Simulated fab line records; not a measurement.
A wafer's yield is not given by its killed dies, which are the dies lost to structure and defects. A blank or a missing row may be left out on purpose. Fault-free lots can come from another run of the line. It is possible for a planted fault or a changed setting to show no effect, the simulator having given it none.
Matching of chambers / flow nand-harc / 4 sister chambers for NHARC_A_BONDPAD_STRIP_15 on rie-diel-04
The step strips in O2. 18 wafers are shown with their chamber, then 9 later ones without.

== EACH WAFER AND ITS CHAMBER ==
wafer=L912.1; chamber=1; showerhead-plenum-p-Torr (Torr)=3.59; drypump-motor-current-A (A)=5.7; oes-product-au (a.u.)=0.978
wafer=L912.3; chamber=3; showerhead-plenum-p-Torr (Torr)=3.77; drypump-motor-current-A (A)=6.3; oes-product-au (a.u.)=0.994
wafer=L912.6; chamber=3; showerhead-plenum-p-Torr (Torr)=3.77; drypump-motor-current-A (A)=6.3; oes-product-au (a.u.)=1.002
wafer=L916.1; chamber=2; showerhead-plenum-p-Torr (Torr)=3.32; drypump-motor-current-A (A)=5.9; oes-product-au (a.u.)=1.013
wafer=L916.4; chamber=1; showerhead-plenum-p-Torr (Torr)=3.58; drypump-motor-current-A (A)=5.8; oes-product-au (a.u.)=0.988
wafer=L916.6; chamber=0; showerhead-plenum-p-Torr (Torr)=3.31; drypump-motor-current-A (A)=5.3; oes-product-au (a.u.)=1.002
wafer=L913.3; chamber=1; showerhead-plenum-p-Torr (Torr)=3.58; drypump-motor-current-A (A)=5.8; oes-product-au (a.u.)=0.982
wafer=L913.5; chamber=2; showerhead-plenum-p-Torr (Torr)=3.32; drypump-motor-current-A (A)=5.9; oes-product-au (a.u.)=1.012
wafer=L913.6; chamber=3; showerhead-plenum-p-Torr (Torr)=3.77; drypump-motor-current-A (A)=6.3; oes-product-au (a.u.)=0.998
wafer=L914.2; chamber=1; showerhead-plenum-p-Torr (Torr)=3.58; drypump-motor-current-A (A)=5.7; oes-product-au (a.u.)=0.984
wafer=L914.4; chamber=3; showerhead-plenum-p-Torr (Torr)=3.77; drypump-motor-current-A (A)=6.3; oes-product-au (a.u.)=0.996
wafer=L914.5; chamber=3; showerhead-plenum-p-Torr (Torr)=3.77; drypump-motor-current-A (A)=6.3; oes-product-au (a.u.)=0.977
wafer=L926.1; chamber=0; showerhead-plenum-p-Torr (Torr)=3.31; drypump-motor-current-A (A)=5.2; oes-product-au (a.u.)=0.987
wafer=L926.4; chamber=3; showerhead-plenum-p-Torr (Torr)=3.77; drypump-motor-current-A (A)=6.3; oes-product-au (a.u.)=0.983
wafer=L926.6; chamber=0; showerhead-plenum-p-Torr (Torr)=3.31; drypump-motor-current-A (A)=5.3; oes-product-au (a.u.)=0.989
wafer=L927.3; chamber=0; showerhead-plenum-p-Torr (Torr)=3.31; drypump-motor-current-A (A)=5.2; oes-product-au (a.u.)=0.992
wafer=L927.4; chamber=3; showerhead-plenum-p-Torr (Torr)=3.77; drypump-motor-current-A (A)=6.3; oes-product-au (a.u.)=0.980
wafer=L927.6; chamber=1; showerhead-plenum-p-Torr (Torr)=3.58; drypump-motor-current-A (A)=5.8; oes-product-au (a.u.)=0.972

SIGNATURES (averages over the wafers above)
reading=showerhead-plenum-p-Torr; chamber 0=3.3100; chamber 1=3.5820; chamber 2=3.3200; chamber 3=3.7700; scatter within a chamber=0.00239
reading=drypump-motor-current-A; chamber 0=5.250; chamber 1=5.760; chamber 2=5.900; chamber 3=6.300; scatter within a chamber=0.0396
reading=oes-product-au; chamber 0=0.99250; chamber 1=0.98080; chamber 2=1.01250; chamber 3=0.99000; scatter within a chamber=0.00784
Rule: distance of a wafer from a chamber = root of the sum over the readings of ((wafer's reading minus chamber's mean) / reading's scatter) squared. The wafer belongs to the nearest chamber; if the next one is less than 2 further off, it can't be placed. The scatter: the root of (the sum of the squares of (reading less its chamber's mean) over the shown wafers, divided by (wafers less chambers)).

== WAFERS WHOSE CHAMBER IS MISSING ==
wafer=L928.2; showerhead-plenum-p-Torr (Torr)=3.31; drypump-motor-current-A (A)=5.3; oes-product-au (a.u.)=0.985
wafer=L928.4; showerhead-plenum-p-Torr (Torr)=3.58; drypump-motor-current-A (A)=5.8; oes-product-au (a.u.)=0.980
wafer=L928.5; showerhead-plenum-p-Torr (Torr)=3.31; drypump-motor-current-A (A)=5.3; oes-product-au (a.u.)=0.988
wafer=L929.3; showerhead-plenum-p-Torr (Torr)=3.32; drypump-motor-current-A (A)=5.9; oes-product-au (a.u.)=0.989
wafer=L929.4; showerhead-plenum-p-Torr (Torr)=3.31; drypump-motor-current-A (A)=5.3; oes-product-au (a.u.)=0.992
wafer=L929.5; showerhead-plenum-p-Torr (Torr)=3.32; drypump-motor-current-A (A)=5.9; oes-product-au (a.u.)=0.987
wafer=L934.1; showerhead-plenum-p-Torr (Torr)=3.32; drypump-motor-current-A (A)=5.9; oes-product-au (a.u.)=0.990
wafer=L934.3; showerhead-plenum-p-Torr (Torr)=3.58; drypump-motor-current-A (A)=5.8; oes-product-au (a.u.)=0.985
wafer=L934.5; showerhead-plenum-p-Torr (Torr)=3.77; drypump-motor-current-A (A)=6.3; oes-product-au (a.u.)=1.001

== WHICH CHAMBER EACH ONE RAN IN ==
wafer=L928.2; from the rows above=0; in truth=0
wafer=L928.4; from the rows above=1; in truth=1
wafer=L928.5; from the rows above=0; in truth=0
wafer=L929.3; from the rows above=2; in truth=2
wafer=L929.4; from the rows above=0; in truth=0
wafer=L929.5; from the rows above=2; in truth=2
wafer=L934.1; from the rows above=2; in truth=2
wafer=L934.3; from the rows above=1; in truth=1
wafer=L934.5; from the rows above=3; in truth=3
Correct placement for 9 of the 9. Number that these rows cannot place: 0. 0 placed wrongly.
